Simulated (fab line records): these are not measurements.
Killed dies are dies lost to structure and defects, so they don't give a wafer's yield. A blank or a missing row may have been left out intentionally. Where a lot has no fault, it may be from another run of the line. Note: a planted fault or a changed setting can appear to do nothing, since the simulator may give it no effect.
The tool behind it: which one? || flow n5 finfet || 28 wafers from 10 lots sampled at 2 of the route's 1938 steps

## WHAT EACH GAUGE READ, for each wafer
N5_BEOL_M2_CD_MEAS_28: target cd 26.2 nm, target cd y 24.1 nm.
{"lot": "L888", "measured": "day 7 23:11", "on": "cd sem-02", "cd nm (nm)": "26.50 26.15 26.20"}
{"lot": "L889", "measured": "day 8 02:06", "on": "cd sem-03", "cd nm (nm)": "25.92 26.42 26.20"}
{"lot": "L894", "measured": "day 8 09:44", "on": "cd sem-01", "cd nm (nm)": "25.99 26.35"}
{"lot": "L892", "measured": "day 8 09:55", "on": "cd sem-03", "cd nm (nm)": "26.24 26.52 26.13"}
{"lot": "L896", "measured": "day 8 13:55", "on": "cd sem-02", "cd nm (nm)": "25.95 26.32"}
{"lot": "L897", "measured": "day 9 01:50", "on": "cd sem-02", "cd nm (nm)": "26.23 26.50 26.06"}
{"lot": "L900", "measured": "day 9 20:44", "on": "cd sem-02", "cd nm (nm)": "26.51 26.36 26.56"}
{"lot": "L904", "measured": "day 11 03:49", "on": "cd sem-02", "cd nm (nm)": "26.26 25.87 25.95"}
{"lot": "L910", "measured": "day 12 06:04", "on": "cd sem-02", "cd nm (nm)": "26.12 26.29 26.21"}
{"lot": "L911", "measured": "day 12 13:01", "on": "cd sem-01", "cd nm (nm)": "26.45 26.23 26.18"}

## WHAT TOOL EACH LOT RAN ON (gives the tool, then ch and the chambers of the sampled wafers, and finally the start)
{"lot": "L888", "N5_BEOL_M2_DESCUM_16": "rie diel-03 ch 0,1,3, day 7 22:17"}
{"lot": "L889", "N5_BEOL_M2_DESCUM_16": "rie diel-01 ch 0,2, day 8 01:20"}
{"lot": "L894", "N5_BEOL_M2_DESCUM_16": "rie diel-06 ch 1,2, day 8 08:54"}
{"lot": "L892", "N5_BEOL_M2_DESCUM_16": "rie diel-06 ch 0,1,3, day 8 09:10"}
{"lot": "L896", "N5_BEOL_M2_DESCUM_16": "rie diel-01 ch 0,2, day 8 13:02"}
{"lot": "L897", "N5_BEOL_M2_DESCUM_16": "rie diel-01 ch 0,2,3, day 9 01:05"}
{"lot": "L900", "N5_BEOL_M2_DESCUM_16": "rie diel-03 ch 1,3, day 9 19:51"}
{"lot": "L904", "N5_BEOL_M2_DESCUM_16": "rie diel-06 ch 0,2, day 11 02:38"}
{"lot": "L910", "N5_BEOL_M2_DESCUM_16": "rie diel-01 ch 0,1,2, day 12 05:17"}
{"lot": "L911", "N5_BEOL_M2_DESCUM_16": "rie diel-01 ch 1,2,3, day 12 12:08"}
- N5_BEOL_M2_DESCUM_16: chemistry O2, time 7 s.

## THE ANSWER, worked out from the rows above alone
Rule: the lots themselves supply what counts as usual. Put in order of their means at a reading, lots are off if they are a third of the lots or fewer, leave a main group of 4 or more, and stand apart from it by a gap of 3 or more times the standard deviation of the main group's means; of several such gaps the widest counts. A main group is skipped when, at the precision printed for the reading in the tables above, its means are all equal. A lot without any number at a reading at which 4 lots or more have one is off too. Any other lot the step has rows for is counted as sound.
No lot is off on any of the readings shown, so nothing can be concluded from this.

## WHAT THE SIMULATOR HAD PUT IN
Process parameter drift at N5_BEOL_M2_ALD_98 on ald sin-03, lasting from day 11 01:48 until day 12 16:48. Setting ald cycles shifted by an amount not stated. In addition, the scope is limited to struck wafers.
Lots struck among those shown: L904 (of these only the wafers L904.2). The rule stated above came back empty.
